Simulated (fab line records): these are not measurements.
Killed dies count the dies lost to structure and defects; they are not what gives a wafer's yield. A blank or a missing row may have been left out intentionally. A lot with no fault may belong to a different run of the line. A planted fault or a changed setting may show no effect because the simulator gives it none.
Matching of chambers -- flow nand-harc -- NHARC_A_M1_PRE_CLEAN_32 on pecvd-04 has 3 sister chambers
The step time 12 s. 6 wafers are shown with their chamber, then 10 later ones without.

## WAFERS WITH THEIR CHAMBER
wafer,chamber,heater-power-w (W),rf-fwd-power-W (W)
L084.3,2,678,294.0
L087.2,1,407,291.3
L087.5,0,644,293.3
L087.6,2,672,291.9
L092.3,0,652,293.2
L092.5,1,427,292.8

## WAFERS WHOSE CHAMBER IS MISSING
wafer,heater-power-w (W),rf-fwd-power-W (W)
L092.6,596,292.3
L093.1,659,292.7
L093.5,664,294.2
L093.6,427,292.9
L094.2,481,294.0
L094.4,477,293.0
L094.6,688,291.8
L096.2,634,292.9
L096.3,683,293.9
L096.5,637,293.1

## EACH ONE'S CHAMBER
wafer,from the rows above,in truth
L092.6,0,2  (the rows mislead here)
L093.1,can't be placed: 0 or 2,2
L093.5,can't be placed: 2 or 0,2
L093.6,1,1
L094.2,1,1
L094.4,1,1
L094.6,2,2
L096.2,0,0
L096.3,2,2
L096.5,0,0
Correctly placed: 7 of 10. Cannot be placed on the basis of these rows: 2; the candidates contain the true chamber in 2. Wrongly placed: 1.
How it was worked out, from the rows above alone: a wafer's distance from a chamber is the root of the sum, over the readings, of the square of ((its reading less the chamber's mean) divided by the reading's scatter). The wafer belongs to the nearest chamber; if the next one is less than 2 further off, it can't be placed. Each chamber's mean is taken over the wafers shown for it. How the scatter is found: for the shown wafers, subtract from each reading the mean of its chamber, square and add these, divide the total by (wafers less chambers), then take the root.
